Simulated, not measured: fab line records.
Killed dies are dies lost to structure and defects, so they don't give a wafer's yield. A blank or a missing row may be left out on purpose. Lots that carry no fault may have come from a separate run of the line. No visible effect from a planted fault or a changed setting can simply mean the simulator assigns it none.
2 desks looking at one fault ; flow n5 finfet ; every desk sees just its own numbers, and what lay behind them comes last

== THE METROLOGY DESK ==
Lot by lot, what the gauges showed, no matter which tool ran the lot: averages of those sampled wafers that carry a number. The brackets show how far a lot's mean lies from the usual mean; more than 4 standard deviations puts the lot out of limits, marked OUT.
Columns: A = M5_THK at N5_BEOL_M5_THK_MEAS_53, usual 62.5 nm; B = cd nm at N5_BEOL_M6_CD_MEAS_11, usual 38.4 nm
lot;first seen here;A;B
L640;day 9 02:04;60.9;38.8
L641;day 9 04:53;63.9;38.8
L647;day 10 10:33;61.9;37.1
L648;day 11 04:10;64.3;37.4
L651;day 11 09:50;62.2;39.4
L653;day 12 04:22;62.1;38.6
L652;day 12 06:14;63.6;38.6
L656;day 12 22:50;62.3;38.6
L658;day 13 05:51;61.5;37.9
L657;day 13 09:25;63.3;39.2
L660;day 13 12:49;60.7;38.7
L661;day 14 08:04;62.0;38.5
Finding of this desk: none of the 12 lots has anything out of limits.

== THE TOOL OWNER'S DESK: rie diel-05 ==
The tool's own readings at N5_BEOL_M6_ETCH_61 (etches SiARC in CF4, target depth 45.5 nm, time 75.8 s): means of the sampled wafers that have a number, for each lot that ran on this tool. The brackets show how far a lot's mean lies from the usual mean; more than 4 standard deviations puts the lot out of limits, marked OUT.
Columns: A = bias w at N5_BEOL_M6_ETCH_61, usual 35.98 W; B = drypump motor current A at N5_BEOL_M6_ETCH_61, usual 5.5 A; C = etch rf on time s at N5_BEOL_M6_ETCH_61, usual 76.0 s; D = oes product au at N5_BEOL_M6_ETCH_61, usual 0.69 a.u.; E = rf vpp V at N5_BEOL_M6_ETCH_61, usual 184.4 V; F = showerhead plenum p Torr at N5_BEOL_M6_ETCH_61, usual 2.15 Torr; G = throttle valve pct at N5_BEOL_M6_ETCH_61, usual 15.51 %
lot;first seen here;A;B;C;D;E;F;G
L653;day 12 06:47;35.99;5.9;79.5;0.68;183.8;2.14;15.55
L652;day 12 09:37;35.98;5.8;77.4;0.67;183.9;2.14;15.55
L656;day 13 03:14;37.50 (+15) OUT;5.8;73.4;0.77;189.8 (+4.5) OUT;2.16;15.37
L657;day 13 11:13;37.50 (+15) OUT;5.9;76.5;0.73;189.6 (+4.3) OUT;2.15;15.49
Finding of this desk: L656, L657 out of limits; the first was L656 at day 13 03:14, on bias w at N5_BEOL_M6_ETCH_61. Within limits: L653, L652.

== TAKEN TOGETHER ==
An alarm could have come from the tool owner's desk at day 13 03:14, on L656, L657.
At the metrology desk, nothing out of limits was observed.
The metrology desk holds a record of L656, L657, inside its limits.
All the named lots went through N5_BEOL_M6_ETCH_61 on rie diel-05.

== WHAT THE SIMULATOR HAD PUT IN ==
Drift in process parameters on rie diel-05 at N5_BEOL_M6_ETCH_61, starting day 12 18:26. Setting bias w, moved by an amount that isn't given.
Lots struck among those shown: L656, L657.
Time in hours from fault onset to the first out-of-limits reading at each desk: the tool owner's desk, 9.
